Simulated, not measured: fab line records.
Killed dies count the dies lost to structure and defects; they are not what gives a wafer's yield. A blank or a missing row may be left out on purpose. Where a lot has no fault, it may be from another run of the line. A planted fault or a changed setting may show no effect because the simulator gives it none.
The tool behind it: which one? :: flow n5 finfet :: 44 wafers from 15 lots sampled at 8 of the route's 1938 steps

== WHAT THE GAUGES SHOWED, per wafer ==
N5_FIN_SAQP_CD_MEAS_27 targets a cd of 20 nm.
lot: L130
measured: day 2 06:01
on: cd sem-01
cd nm (nm): 20.26 20.14 20.39

lot: L132
measured: day 2 17:56
on: cd sem-01
cd nm (nm): 20.38 20.57 19.98

lot: L133
measured: day 2 23:41
on: cd sem-02
cd nm (nm): 20.20 19.95 20.50

lot: L134
measured: day 3 06:01
on: cd sem-01
cd nm (nm): 20.58 20.44 20.44

lot: L135
measured: day 3 11:24
on: cd sem-03
cd nm (nm): 20.59 20.67 20.50

lot: L136
measured: day 3 19:50
on: cd sem-01
cd nm (nm): 20.05 20.21 20.53

lot: L137
measured: day 3 23:31
on: cd sem-01
cd nm (nm): 20.03 20.05 20.11

lot: L140
measured: day 5 00:25
on: cd sem-03
cd nm (nm): 20.59 19.84 20.09

lot: L141
measured: day 5 01:56
on: cd sem-01
cd nm (nm): 20.10 20.70 20.36

lot: L143
measured: day 5 12:23
on: cd sem-03
cd nm (nm): 20.46 20.05 20.43

lot: L145
measured: day 6 00:06
on: cd sem-01
cd nm (nm): 20.76 20.29

lot: L149
measured: day 7 01:07
on: cd sem-03
cd nm (nm): 20.38 20.38 20.24

lot: L150
measured: day 7 06:20
on: cd sem-01
cd nm (nm): 19.77 19.78 20.11

lot: L151
measured: day 7 12:10
on: cd sem-01
cd nm (nm): 20.36 20.33 20.21

lot: L152
measured: day 7 18:47
on: cd sem-02
cd nm (nm): 20.74 20.43 20.38

N5_FIN_SAQP_CD_MEAS_31 targets a cd of 8 nm.
lot: L130
measured: day 2 08:05
on: cd sem-03
cd nm (nm): 8.26 7.83 8.28

lot: L132
measured: day 2 19:53
on: cd sem-02
cd nm (nm): 7.89 8.21 8.18

lot: L133
measured: day 3 02:07
on: cd sem-02
cd nm (nm): 7.92 8.18 8.00

lot: L134
measured: day 3 07:50
on: cd sem-03
cd nm (nm): 8.31 8.30 7.87

lot: L135
measured: day 3 12:57
on: cd sem-02
cd nm (nm): 7.88 7.96 8.23

lot: L136
measured: day 3 21:38
on: cd sem-01
cd nm (nm): 8.13 8.18 8.59

lot: L137
measured: day 4 01:14
on: cd sem-01
cd nm (nm): 8.12 8.44 7.92

lot: L140
measured: day 5 02:28
on: cd sem-01
cd nm (nm): 7.98 8.11 7.73

lot: L141
measured: day 5 04:40
on: cd sem-02
cd nm (nm): 7.93 7.97 8.74

lot: L143
measured: day 5 14:17
on: cd sem-01
cd nm (nm): 8.70 7.93 8.13

lot: L145
measured: day 6 02:00
on: cd sem-01
cd nm (nm): 8.11 7.71

lot: L149
measured: day 7 03:31
on: cd sem-01
cd nm (nm): 2.97 2.67 3.36

lot: L150
measured: day 7 07:58
on: cd sem-03
cd nm (nm): 2.96 2.95 2.64

lot: L151
measured: day 7 13:51
on: cd sem-03
cd nm (nm): 2.39 2.94 3.30

lot: L152
measured: day 7 20:19
on: cd sem-03
cd nm (nm): 8.37 7.97 8.65

N5_STI_FIN_REVEAL_CD_MEAS_22: target cd 6.238 nm, pitch 28 nm.
lot: L130
measured: day 2 19:28
on: cd sem-02
cd nm (nm): 6.66 6.37 6.23

lot: L132
measured: day 3 07:41
on: cd sem-03
cd nm (nm): 6.27 6.07 6.75

lot: L133
measured: day 3 13:18
on: cd sem-03
cd nm (nm): 6.02 6.19 5.94

lot: L134
measured: day 3 18:49
on: cd sem-03
cd nm (nm): 6.42 6.64 6.38

lot: L135
measured: day 4 00:04
on: cd sem-01
cd nm (nm): 5.80 6.32 6.49

lot: L136
measured: day 4 09:12
on: cd sem-03
cd nm (nm): 6.26 6.23 6.56

lot: L137
measured: day 4 12:22
on: cd sem-01
cd nm (nm): 6.40 6.75 6.33

lot: L140
measured: day 5 14:58
on: cd sem-01
cd nm (nm): 6.24 6.38 5.83

lot: L141
measured: day 5 16:33
on: cd sem-01
cd nm (nm): 6.59 6.27 6.44

lot: L143
measured: day 6 01:50
on: cd sem-02
cd nm (nm): 6.73 6.35 6.59

lot: L145
measured: day 6 12:49
on: cd sem-02
cd nm (nm): 6.13 6.11

lot: L149
measured: day 7 14:40
on: cd sem-01
cd nm (nm): 1.07 1.21 0.94

lot: L150
measured: day 7 18:28
on: cd sem-02
cd nm (nm): 0.94 0.86 0.61

lot: L151
measured: day 8 00:58
on: cd sem-03
cd nm (nm): 0.81 1.22 1.31

lot: L152
measured: day 8 07:00
on: cd sem-03
cd nm (nm): 6.07 5.89 6.22

N5_BEOL_M4_RC_MEAS_101.
lot: L130
measured: day 8 23:46
on: prober-01
DIBL_N (mV/V): 34.7 35.5 35.6
DIBL_P (mV/V): 37.9 37.3 38.7
IOFF_N (nA/um): 0.14 0.15 0.15
IOFF_N_85C (nA/um): 2.8 3.0 3.0
IOFF_N_LIN (nA/um): 0.066 0.069 0.071
IOFF_P (nA/um): 0.24 0.23 0.26
IOFF_P_85C (nA/um): 4.1 3.9 4.3
IOFF_P_LIN (nA/um): 0.117 0.112 0.120
ION_N (uA/um): 670 667 663
ION_P (uA/um): 471 460 470
SS_N (mV/dec): 70.7 71.5 71.1
SS_P (mV/dec): 73.3 73.1 74.4
VT_N (mV): 253 252 251
VT_N_LVT (mV): 100 99 100
VT_P (mV): -247 -249 -245
VT_P_LVT (mV): -96 -97 -95

lot: L132
measured: day 9 04:04
on: prober-02
DIBL_N (mV/V): 36.6 35.0 37.3
DIBL_P (mV/V): 35.9 33.7 37.3
IOFF_N (nA/um): 0.18 0.14 0.20
IOFF_N_85C (nA/um): 3.4 2.8 3.7
IOFF_N_LIN (nA/um): 0.083 0.066 0.088
IOFF_P (nA/um): 0.23 0.18 0.25
IOFF_P_85C (nA/um): 4.0 3.3 4.4
IOFF_P_LIN (nA/um): 0.106 0.091 0.114
ION_N (uA/um): 688 659 688
ION_P (uA/um): 476 447 469
SS_N (mV/dec): 71.7 71.1 71.7
SS_P (mV/dec): 73.7 72.8 74.3
VT_N (mV): 245 251 241
VT_N_LVT (mV): 95 100 94
VT_P (mV): -248 -252 -246
VT_P_LVT (mV): -94 -99 -94

lot: L133
measured: day 9 07:08
on: prober-02
DIBL_N (mV/V): 32.9 34.0 33.6
DIBL_P (mV/V): 33.1 35.1 35.0
IOFF_N (nA/um): 0.10 0.12 0.10
IOFF_N_85C (nA/um): 2.1 2.5 2.2
IOFF_N_LIN (nA/um): 0.049 0.058 0.050
IOFF_P (nA/um): 0.15 0.18 0.17
IOFF_P_85C (nA/um): 2.7 3.3 3.1
IOFF_P_LIN (nA/um): 0.076 0.091 0.085
ION_N (uA/um): 650 658 643
ION_P (uA/um): 449 463 454
SS_N (mV/dec): 71.1 71.1 70.4
SS_P (mV/dec): 71.9 72.5 73.3
VT_N (mV): 256 254 257
VT_N_LVT (mV): 107 102 107
VT_P (mV): -252 -250 -252
VT_P_LVT (mV): -103 -101 -102

lot: L134
measured: day 9 17:11
on: prober-02
DIBL_N (mV/V): 38.1 38.1 37.6
DIBL_P (mV/V): 38.2 38.2 37.4
IOFF_N (nA/um): 0.18 0.17 0.17
IOFF_N_85C (nA/um): 3.5 3.2 3.2
IOFF_N_LIN (nA/um): 0.082 0.076 0.077
IOFF_P (nA/um): 0.24 0.24 0.23
IOFF_P_85C (nA/um): 4.0 4.0 3.9
IOFF_P_LIN (nA/um): 0.109 0.109 0.106
ION_N (uA/um): 681 670 672
ION_P (uA/um): 465 457 463
SS_N (mV/dec): 72.1 72.8 72.0
SS_P (mV/dec): 74.5 73.7 73.8
VT_N (mV): 247 251 248
VT_N_LVT (mV): 96 98 98
VT_P (mV): -249 -247 -251
VT_P_LVT (mV): -97 -98 -98

lot: L135
measured: day 9 14:08
on: prober-01
DIBL_N (mV/V): 34.8 35.7 35.7
DIBL_P (mV/V): 34.5 36.2 36.0
IOFF_N (nA/um): 0.13 0.16 0.16
IOFF_N_85C (nA/um): 2.8 3.1 3.1
IOFF_N_LIN (nA/um): 0.065 0.075 0.075
IOFF_P (nA/um): 0.20 0.22 0.23
IOFF_P_85C (nA/um): 3.4 3.8 3.8
IOFF_P_LIN (nA/um): 0.096 0.105 0.106
ION_N (uA/um): 665 680 675
ION_P (uA/um): 456 470 476
SS_N (mV/dec): 71.7 71.5 71.6
SS_P (mV/dec): 72.6 73.6 72.8
VT_N (mV): 248 248 249
VT_N_LVT (mV): 101 98 98
VT_P (mV): -251 -246 -249
VT_P_LVT (mV): -99 -98 -97

lot: L136
measured: day 10 09:42
on: prober-01
DIBL_N (mV/V): 38.1 35.5 39.5
DIBL_P (mV/V): 38.1 34.8 39.4
IOFF_N (nA/um): 0.19 0.14 0.23
IOFF_N_85C (nA/um): 3.6 2.9 4.3
IOFF_N_LIN (nA/um): 0.086 0.066 0.099
IOFF_P (nA/um): 0.27 0.23 0.31
IOFF_P_85C (nA/um): 4.5 3.8 5.0
IOFF_P_LIN (nA/um): 0.125 0.110 0.136
ION_N (uA/um): 684 669 694
ION_P (uA/um): 475 472 474
SS_N (mV/dec): 71.7 71.5 72.5
SS_P (mV/dec): 73.3 72.6 74.0
VT_N (mV): 246 253 246
VT_N_LVT (mV): 97 102 95
VT_P (mV): -244 -249 -245
VT_P_LVT (mV): -94 -96 -91

lot: L137
measured: day 9 21:13
on: prober-01
DIBL_N (mV/V): 35.8 39.0 36.4
DIBL_P (mV/V): 36.1 40.3 37.6
IOFF_N (nA/um): 0.17 0.22 0.18
IOFF_N_85C (nA/um): 3.3 4.1 3.4
IOFF_N_LIN (nA/um): 0.072 0.090 0.081
IOFF_P (nA/um): 0.22 0.29 0.25
IOFF_P_85C (nA/um): 3.7 4.7 4.1
IOFF_P_LIN (nA/um): 0.108 0.128 0.117
ION_N (uA/um): 674 679 686
ION_P (uA/um): 459 463 467
SS_N (mV/dec): 72.0 72.3 70.7
SS_P (mV/dec): 72.8 73.5 74.2
VT_N (mV): 245 248 248
VT_N_LVT (mV): 99 97 98
VT_P (mV): -247 -244 -245
VT_P_LVT (mV): -96 -95 -96

lot: L140
measured: day 11 05:33
on: prober-01
DIBL_N (mV/V): 38.2 35.1 32.3
DIBL_P (mV/V): 39.7 34.7 31.9
IOFF_N (nA/um): 0.21 0.14 0.10
IOFF_N_85C (nA/um): 3.9 2.8 2.1
IOFF_N_LIN (nA/um): 0.095 0.067 0.052
IOFF_P (nA/um): 0.33 0.23 0.18
IOFF_P_85C (nA/um): 5.2 3.9 3.2
IOFF_P_LIN (nA/um): 0.144 0.114 0.096
ION_N (uA/um): 696 664 664
ION_P (uA/um): 486 467 468
SS_N (mV/dec): 71.9 71.1 70.6
SS_P (mV/dec): 73.6 73.7 70.9
VT_N (mV): 245 249 255
VT_N_LVT (mV): 96 103 107
VT_P (mV): -240 -247 -249
VT_P_LVT (mV): -93 -98 -101

lot: L141
measured: day 11 16:47
on: prober-02
DIBL_N (mV/V): 34.5 37.8 36.8
DIBL_P (mV/V): 37.1 40.2 39.5
IOFF_N (nA/um): 0.17 0.21 0.19
IOFF_N_85C (nA/um): 3.2 3.9 3.6
IOFF_N_LIN (nA/um): 0.078 0.090 0.085
IOFF_P (nA/um): 0.26 0.30 0.29
IOFF_P_85C (nA/um): 4.4 5.0 4.8
IOFF_P_LIN (nA/um): 0.121 0.133 0.129
ION_N (uA/um): 700 692 701
ION_P (uA/um): 483 479 482
SS_N (mV/dec): 71.5 72.4 71.1
SS_P (mV/dec): 73.2 73.9 73.4
VT_N (mV): 245 248 248
VT_N_LVT (mV): 97 97 98
VT_P (mV): -246 -243 -244
VT_P_LVT (mV): -93 -94 -93

lot: L143
measured: day 11 22:15
on: prober-01
DIBL_N (mV/V): 38.9 39.1 36.9
DIBL_P (mV/V): 38.2 38.8 34.9
IOFF_N (nA/um): 0.21 0.21 0.16
IOFF_N_85C (nA/um): 4.0 3.9 3.2
IOFF_N_LIN (nA/um): 0.097 0.092 0.075
IOFF_P (nA/um): 0.26 0.28 0.22
IOFF_P_85C (nA/um): 4.4 4.7 3.8
IOFF_P_LIN (nA/um): 0.118 0.125 0.104
ION_N (uA/um): 693 697 672
ION_P (uA/um): 479 473 459
SS_N (mV/dec): 72.0 71.6 71.2
SS_P (mV/dec): 73.1 74.4 74.1
VT_N (mV): 242 247 247
VT_N_LVT (mV): 92 95 97
VT_P (mV): -246 -244 -249
VT_P_LVT (mV): -95 -94 -98

lot: L145
measured: day 12 00:33
on: prober-01
DIBL_N (mV/V): 36.6 33.0
DIBL_P (mV/V): 37.2 31.7
IOFF_N (nA/um): 0.16 0.10
IOFF_N_85C (nA/um): 3.0 2.0
IOFF_N_LIN (nA/um): 0.073 0.048
IOFF_P (nA/um): 0.23 0.16
IOFF_P_85C (nA/um): 4.0 2.8
IOFF_P_LIN (nA/um): 0.114 0.085
ION_N (uA/um): 677 653
ION_P (uA/um): 472 453
SS_N (mV/dec): 71.4 71.0
SS_P (mV/dec): 72.4 71.6
VT_N (mV): 249 255
VT_N_LVT (mV): 102 108
VT_P (mV): -246 -251
VT_P_LVT (mV): -98 -103

lot: L149
measured: day 13 09:20
on: prober-02
DIBL_N (mV/V): 6.3 4.5 0.9
DIBL_P (mV/V): -8.9 -9.2 -13.8
IOFF_N (nA/um): 0.00 0.00 0.00
IOFF_N_85C (nA/um): 0.1 0.1 0.1
IOFF_N_LIN (nA/um): 0.002 0.002 0.001
IOFF_P (nA/um): 0.01 0.01 0.00
IOFF_P_85C (nA/um): 0.2 0.2 0.1
IOFF_P_LIN (nA/um): 0.008 0.008 0.006
ION_N (uA/um): 438 428 412
ION_P (uA/um): 343 342 337
SS_N (mV/dec): 64.6 64.7 63.7
SS_P (mV/dec): 62.3 62.5 60.6
VT_N (mV): 324 325 329
VT_N_LVT (mV): 173 175 180
VT_P (mV): -298 -296 -299
VT_P_LVT (mV): -145 -145 -147

lot: L150
measured: day 13 07:56
on: prober-02
DIBL_N (mV/V): 3.1 6.7 7.3
DIBL_P (mV/V): -9.2 -5.1 -3.9
IOFF_N (nA/um): 0.00 0.00 0.00
IOFF_N_85C (nA/um): 0.1 0.1 0.1
IOFF_N_LIN (nA/um): 0.001 0.002 0.002
IOFF_P (nA/um): 0.00 0.01 0.01
IOFF_P_85C (nA/um): 0.1 0.2 0.2
IOFF_P_LIN (nA/um): 0.006 0.007 0.007
ION_N (uA/um): 428 424 436
ION_P (uA/um): 333 336 338
SS_N (mV/dec): 63.6 65.7 65.6
SS_P (mV/dec): 62.2 63.3 62.9
VT_N (mV): 330 329 332
VT_N_LVT (mV): 180 178 179
VT_P (mV): -301 -298 -300
VT_P_LVT (mV): -154 -151 -149

lot: L151
measured: day 13 10:43
on: prober-01
DIBL_N (mV/V): 3.8 5.8 5.8
DIBL_P (mV/V): -8.7 -6.4 -6.4
IOFF_N (nA/um): 0.00 0.00 0.00
IOFF_N_85C (nA/um): 0.1 0.1 0.1
IOFF_N_LIN (nA/um): 0.001 0.002 0.002
IOFF_P (nA/um): 0.01 0.01 0.01
IOFF_P_85C (nA/um): 0.2 0.2 0.2
IOFF_P_LIN (nA/um): 0.007 0.008 0.009
ION_N (uA/um): 424 439 433
ION_P (uA/um): 337 345 342
SS_N (mV/dec): 64.8 64.6 65.2
SS_P (mV/dec): 61.9 63.5 63.2
VT_N (mV): 328 322 325
VT_N_LVT (mV): 178 173 174
VT_P (mV): -298 -298 -293
VT_P_LVT (mV): -148 -146 -143

lot: L152
measured: day 14 02:49
on: prober-01
DIBL_N (mV/V): 36.4 36.0 33.9
DIBL_P (mV/V): 36.3 36.5 33.8
IOFF_N (nA/um): 0.15 0.14 0.12
IOFF_N_85C (nA/um): 2.8 2.8 2.5
IOFF_N_LIN (nA/um): 0.064 0.065 0.058
IOFF_P (nA/um): 0.18 0.18 0.16
IOFF_P_85C (nA/um): 3.3 3.3 2.8
IOFF_P_LIN (nA/um): 0.088 0.088 0.079
ION_N (uA/um): 654 671 669
ION_P (uA/um): 446 454 458
SS_N (mV/dec): 71.6 71.5 70.8
SS_P (mV/dec): 73.3 73.3 71.7
VT_N (mV): 257 254 254
VT_N_LVT (mV): 105 104 104
VT_P (mV): -255 -254 -256
VT_P_LVT (mV): -103 -104 -104

== EACH LOT AND THE TOOL THAT RAN IT (in order: tool; ch and the chambers of the sampled wafers; start) ==
lot: L130
N5_FIN_SAQP_SPACER1_ALD_24: ald sin-01 ch 0,1,2, day 2 05:02
N5_FIN_SAQP_ETCH_69: rie diel-04 ch 2,3, day 2 07:15
N5_FIN_SAQP_SPACER2_ALD_28: ald sin-03 ch 0,1,2, day 2 07:34
N5_FIN_SAQP_HM_CD_35: cd sem-01, day 2 08:21

lot: L132
N5_FIN_SAQP_SPACER1_ALD_24: ald sin-03 ch 1,3, day 2 16:58
N5_FIN_SAQP_ETCH_69: rie diel-01 ch 0,3, day 2 19:04
N5_FIN_SAQP_SPACER2_ALD_28: ald sin-03 ch 1,2,3, day 2 19:22
N5_FIN_SAQP_HM_CD_35: cd sem-02, day 2 20:10

lot: L133
N5_FIN_SAQP_SPACER1_ALD_24: ald sin-03 ch 1,2,3, day 2 22:44
N5_FIN_SAQP_ETCH_69: rie diel-03 ch 0,1,3, day 3 00:25
N5_FIN_SAQP_SPACER2_ALD_28: ald sin-03 ch 0,1,2, day 3 01:36
N5_FIN_SAQP_HM_CD_35: cd sem-01, day 3 02:24

lot: L134
N5_FIN_SAQP_SPACER1_ALD_24: ald sin-01 ch 1,2, day 3 05:05
N5_FIN_SAQP_ETCH_69: rie diel-03 ch 1,2,3, day 3 06:44
N5_FIN_SAQP_SPACER2_ALD_28: ald sin-02 ch 0,2,3, day 3 07:02
N5_FIN_SAQP_HM_CD_35: cd sem-02, day 3 08:20

lot: L135
N5_FIN_SAQP_SPACER1_ALD_24: ald sin-01 ch 0,1,3, day 3 10:29
N5_FIN_SAQP_ETCH_69: rie diel-03 ch 1,3, day 3 12:07
N5_FIN_SAQP_SPACER2_ALD_28: ald sin-01 ch 1,3, day 3 12:25
N5_FIN_SAQP_HM_CD_35: cd sem-02, day 3 13:13

lot: L136
N5_FIN_SAQP_SPACER1_ALD_24: ald sin-03 ch 1,2, day 3 18:55
N5_FIN_SAQP_ETCH_69: rie diel-03 ch 1,2, day 3 20:49
N5_FIN_SAQP_SPACER2_ALD_28: ald sin-01 ch 0,1,3, day 3 21:07
N5_FIN_SAQP_HM_CD_35: cd sem-01, day 3 21:56

lot: L137
N5_FIN_SAQP_SPACER1_ALD_24: ald sin-01 ch 0,1, day 3 22:37
N5_FIN_SAQP_ETCH_69: rie diel-01 ch 1,2, day 4 00:14
N5_FIN_SAQP_SPACER2_ALD_28: ald sin-01 ch 1,2,3, day 4 00:40
N5_FIN_SAQP_HM_CD_35: cd sem-01, day 4 01:31

lot: L140
N5_FIN_SAQP_SPACER1_ALD_24: ald sin-02 ch 0,3, day 4 23:28
N5_FIN_SAQP_ETCH_69: rie diel-01 ch 0,2,3, day 5 01:18
N5_FIN_SAQP_SPACER2_ALD_28: ald sin-01 ch 0,1,3, day 5 01:47
N5_FIN_SAQP_HM_CD_35: cd sem-01, day 5 02:50

lot: L141
N5_FIN_SAQP_SPACER1_ALD_24: ald sin-02 ch 2,3, day 5 00:55
N5_FIN_SAQP_ETCH_69: rie diel-04 ch 0,2, day 5 03:11
N5_FIN_SAQP_SPACER2_ALD_28: ald sin-02 ch 0,1,2, day 5 04:08
N5_FIN_SAQP_HM_CD_35: cd sem-01, day 5 04:56

lot: L143
N5_FIN_SAQP_SPACER1_ALD_24: ald sin-03 ch 0,1,2, day 5 11:28
N5_FIN_SAQP_ETCH_69: rie diel-04 ch 0,1,2, day 5 13:28
N5_FIN_SAQP_SPACER2_ALD_28: ald sin-02 ch 0,2,3, day 5 13:46
N5_FIN_SAQP_HM_CD_35: cd sem-02, day 5 14:33

lot: L145
N5_FIN_SAQP_SPACER1_ALD_24: ald sin-02 ch 2,3, day 5 23:08
N5_FIN_SAQP_ETCH_69: rie diel-03 ch 0,2, day 6 01:07
N5_FIN_SAQP_SPACER2_ALD_28: ald sin-01 ch 1, day 6 01:25
N5_FIN_SAQP_HM_CD_35: cd sem-01, day 6 02:22

lot: L149
N5_FIN_SAQP_SPACER1_ALD_24: ald sin-01 ch 1,2, day 7 00:11
N5_FIN_SAQP_ETCH_69: rie diel-03 ch 2,3, day 7 02:09
N5_FIN_SAQP_SPACER2_ALD_28: ald sin-02 ch 0,2,3, day 7 03:00
N5_FIN_SAQP_HM_CD_35: cd sem-02, day 7 03:47

lot: L150
N5_FIN_SAQP_SPACER1_ALD_24: ald sin-03 ch 0,1, day 7 05:25
N5_FIN_SAQP_ETCH_69: rie diel-01 ch 0,3, day 7 07:08
N5_FIN_SAQP_SPACER2_ALD_28: ald sin-02 ch 0,3, day 7 07:26
N5_FIN_SAQP_HM_CD_35: cd sem-03, day 7 08:14

lot: L151
N5_FIN_SAQP_SPACER1_ALD_24: ald sin-01 ch 0,3, day 7 11:15
N5_FIN_SAQP_ETCH_69: rie diel-04 ch 0,2, day 7 12:56
N5_FIN_SAQP_SPACER2_ALD_28: ald sin-02 ch 1,3, day 7 13:15
N5_FIN_SAQP_HM_CD_35: cd sem-03, day 7 14:10

lot: L152
N5_FIN_SAQP_SPACER1_ALD_24: ald sin-01 ch 0,2,3, day 7 17:52
N5_FIN_SAQP_ETCH_69: rie diel-03 ch 0,1,3, day 7 19:30
N5_FIN_SAQP_SPACER2_ALD_28: ald sin-01 ch 0,2,3, day 7 19:48
N5_FIN_SAQP_HM_CD_35: cd sem-01, day 7 20:35
- N5_FIN_SAQP_SPACER1_ALD_24: deposits SiO2, target thk 20.3 nm, pulse time 1 s, purge time 2 s.
- N5_FIN_SAQP_ETCH_69: etches SOC in N2/H2, stops on SiNx, target depth 150 nm.
- N5_FIN_SAQP_SPACER2_ALD_28: deposits SiO2, target thk 8.1 nm, pulse time 1 s, purge time 2 s.
- N5_FIN_SAQP_HM_CD_35: target cd 8 nm.

== AS READ BY THE TOOLS THEMSELVES (means over the sampled wafers that have a number; for cases with no such wafer, the mark the record gives instead) ==
N5_FIN_SAQP_SPACER1_ALD_24.
lot: L130
tool: ald sin-01
heater power w (W): 451
precursor pulse height rel: 0.998

lot: L132
tool: ald sin-03
heater power w (W): 454
precursor pulse height rel: 0.998

lot: L133
tool: ald sin-03
heater power w (W): 462
precursor pulse height rel: 1.005

lot: L134
tool: ald sin-01
heater power w (W): 456
precursor pulse height rel: 1.001

lot: L135
tool: ald sin-01
heater power w (W): 410
precursor pulse height rel: 1.001

lot: L136
tool: ald sin-03
heater power w (W): 468
precursor pulse height rel: 0.999

lot: L137
tool: ald sin-01
heater power w (W): 448
precursor pulse height rel: 1.010

lot: L140
tool: ald sin-02
heater power w (W): 439
precursor pulse height rel: 0.970

lot: L141
tool: ald sin-02
heater power w (W): 481
precursor pulse height rel: 1.002

lot: L143
tool: ald sin-03
heater power w (W): 450
precursor pulse height rel: 1.015

lot: L145
tool: ald sin-02
heater power w (W): 472
precursor pulse height rel: 1.001

lot: L149
tool: ald sin-01
heater power w (W): 460
precursor pulse height rel: 1.026

lot: L150
tool: ald sin-03
heater power w (W): 429
precursor pulse height rel: 1.010

lot: L151
tool: ald sin-01
heater power w (W): 436
precursor pulse height rel: 1.006

lot: L152
tool: ald sin-01
heater power w (W): 443
precursor pulse height rel: 1.006

N5_FIN_SAQP_ETCH_69.
lot: L130
tool: rie diel-04
drypump motor current A (A): 5.3
oes product au (a.u.): 0.87
rf vpp V (V): 239.0
showerhead plenum p Torr (Torr): 2.48
throttle valve pct (%): 17.4

lot: L132
tool: rie diel-01
drypump motor current A (A): 5.4
oes product au (a.u.): 0.74
rf vpp V (V): 241.8
showerhead plenum p Torr (Torr): 2.57
throttle valve pct (%): 17.7

lot: L133
tool: rie diel-03
drypump motor current A (A): 5.6
oes product au (a.u.): 0.72
rf vpp V (V): 240.4
showerhead plenum p Torr (Torr): 2.56
throttle valve pct (%): 18.0

lot: L134
tool: rie diel-03
drypump motor current A (A): 5.4
oes product au (a.u.): 0.70
rf vpp V (V): 240.4
showerhead plenum p Torr (Torr): 2.58
throttle valve pct (%): 17.9

lot: L135
tool: rie diel-03
drypump motor current A (A): 5.2
oes product au (a.u.): 0.70
rf vpp V (V): 241.4
showerhead plenum p Torr (Torr): 2.58
throttle valve pct (%): 18.1

lot: L136
tool: rie diel-03
drypump motor current A (A): 5.4
oes product au (a.u.): 0.69
rf vpp V (V): 241.9
showerhead plenum p Torr (Torr): 2.61
throttle valve pct (%): 17.7

lot: L137
tool: rie diel-01
drypump motor current A (A): 5.8
oes product au (a.u.): 0.82
rf vpp V (V): 241.2
showerhead plenum p Torr (Torr): 2.57
throttle valve pct (%): 17.4

lot: L140
tool: rie diel-01
drypump motor current A (A): 5.7
oes product au (a.u.): 0.71
rf vpp V (V): 240.0
showerhead plenum p Torr (Torr): 2.53
throttle valve pct (%): 17.8

lot: L141
tool: rie diel-04
drypump motor current A (A): 5.9
oes product au (a.u.): 0.77
rf vpp V (V): 240.5
showerhead plenum p Torr (Torr): 2.48
throttle valve pct (%): 17.5

lot: L143
tool: rie diel-04
drypump motor current A (A): 5.7
oes product au (a.u.): 0.85
rf vpp V (V): 238.8
showerhead plenum p Torr (Torr): 2.49
throttle valve pct (%): 17.5

lot: L145
tool: rie diel-03
drypump motor current A (A): 6.0
oes product au (a.u.): 0.84
rf vpp V (V): 241.1
showerhead plenum p Torr (Torr): 2.56
throttle valve pct (%): 17.6

lot: L149
tool: rie diel-03
drypump motor current A (A): 5.5
oes product au (a.u.): 0.77
rf vpp V (V): 241.2
showerhead plenum p Torr (Torr): 2.55
throttle valve pct (%): 18.0

lot: L150
tool: rie diel-01
drypump motor current A (A): 5.5
oes product au (a.u.): 0.72
rf vpp V (V): 241.0
showerhead plenum p Torr (Torr): 2.56
throttle valve pct (%): 17.7

lot: L151
tool: rie diel-04
drypump motor current A (A): 5.7
oes product au (a.u.): 0.79
rf vpp V (V): 240.2
showerhead plenum p Torr (Torr): 2.47
throttle valve pct (%): 17.4

lot: L152
tool: rie diel-03
drypump motor current A (A): 5.6
oes product au (a.u.): 0.77
rf vpp V (V): 240.2
showerhead plenum p Torr (Torr): 2.54
throttle valve pct (%): 17.9

N5_FIN_SAQP_SPACER2_ALD_28.
lot: L130
tool: ald sin-03
heater power w (W): 456
precursor pulse height rel: 0.984

lot: L132
tool: ald sin-03
heater power w (W): 466
precursor pulse height rel: 1.014

lot: L133
tool: ald sin-03
heater power w (W): 452
precursor pulse height rel: 1.009

lot: L134
tool: ald sin-02
heater power w (W): 460
precursor pulse height rel: 1.013

lot: L135
tool: ald sin-01
heater power w (W): 403
precursor pulse height rel: 0.999

lot: L136
tool: ald sin-01
heater power w (W): 417
precursor pulse height rel: 1.014

lot: L137
tool: ald sin-01
heater power w (W): 427
precursor pulse height rel: 1.007

lot: L140
tool: ald sin-01
heater power w (W): 419
precursor pulse height rel: 1.005

lot: L141
tool: ald sin-02
heater power w (W): 489
precursor pulse height rel: 1.006

lot: L143
tool: ald sin-02
heater power w (W): 457
precursor pulse height rel: 0.992

lot: L145
tool: ald sin-01
heater power w (W): 408
precursor pulse height rel: 1.021

lot: L149
tool: ald sin-02
heater power w (W): 463
precursor pulse height rel: 0.989

lot: L150
tool: ald sin-02
heater power w (W): 450
precursor pulse height rel: 0.982

lot: L151
tool: ald sin-02
heater power w (W): 475
precursor pulse height rel: 1.003

lot: L152
tool: ald sin-01
heater power w (W): 444
precursor pulse height rel: 1.024

N5_FIN_SAQP_HM_CD_35.
lot: L130
tool: cd sem-01
cd nm (nm): 7.97

lot: L132
tool: cd sem-02
cd nm (nm): 8.41

lot: L133
tool: cd sem-01
cd nm (nm): 7.89

lot: L134
tool: cd sem-02
cd nm (nm): 8.30

lot: L135
tool: cd sem-02
cd nm (nm): 8.14

lot: L136
tool: cd sem-01
cd nm (nm): 8.18

lot: L137
tool: cd sem-01
cd nm (nm): 7.97

lot: L140
tool: cd sem-01
cd nm (nm): 7.88

lot: L141
tool: cd sem-01
cd nm (nm): 8.33

lot: L143
tool: cd sem-02
cd nm (nm): 8.22

lot: L145
tool: cd sem-01
cd nm (nm): 7.50

lot: L149
tool: cd sem-02
cd nm (nm): 2.88

lot: L150
tool: cd sem-03
cd nm (nm): 2.70

lot: L151
tool: cd sem-03
cd nm (nm): 2.93

lot: L152
tool: cd sem-01
cd nm (nm): 8.06

== THE ANSWER, worked out from the rows above alone ==
Rule: the lots themselves supply what counts as usual. Put in order of their means at a reading, lots are off if they are a third of the lots or fewer, leave a main group of 4 or more, and stand apart from it by a gap of 3 or more times the standard deviation of the main group's means; of several such gaps the widest counts. A main group is skipped when, at the precision printed for the reading in the tables above, its means are all equal. A lot without any number at a reading at which 4 lots or more have one is off too. Where the step has rows for the other lots, those lots are counted as sound. After the gauges, taken in route order, come the tools' own readings; for these a lot's mean is taken, as printed above. At the first step where some lot is off, the reading lying furthest off is the one used; lots without a number count as furthest.
Off: L149, L150, L151, at N5_FIN_SAQP_CD_MEAS_31 (cd nm). The main group has a mean of 8.13 nm with a standard deviation of 0.13.
If a tool, at a process step before that reading, ran all the lots that are off and no sound lot after the first of them, it fits. The gauges at N5_FIN_SAQP_CD_MEAS_31 aren't tried: what is off there is off at N5_BEOL_M4_RC_MEAS_101 too, on other tools, and a gauge's error can't cause that. One fits: N5_FIN_SAQP_SPACER2_ALD_28 on ald sin-02. A fault onset in the window from L143 (day 5 13:46, its last sound lot) to L149 (day 7 03:00, its first lot off) fits.

== WHAT HAD BEEN PUT IN BY THE SIMULATOR ==
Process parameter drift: ald sin-02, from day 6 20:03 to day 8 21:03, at N5_FIN_SAQP_SPACER2_ALD_28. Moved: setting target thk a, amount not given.
Lots struck among those shown: L149, L150, L151. Same finding as the rule above.
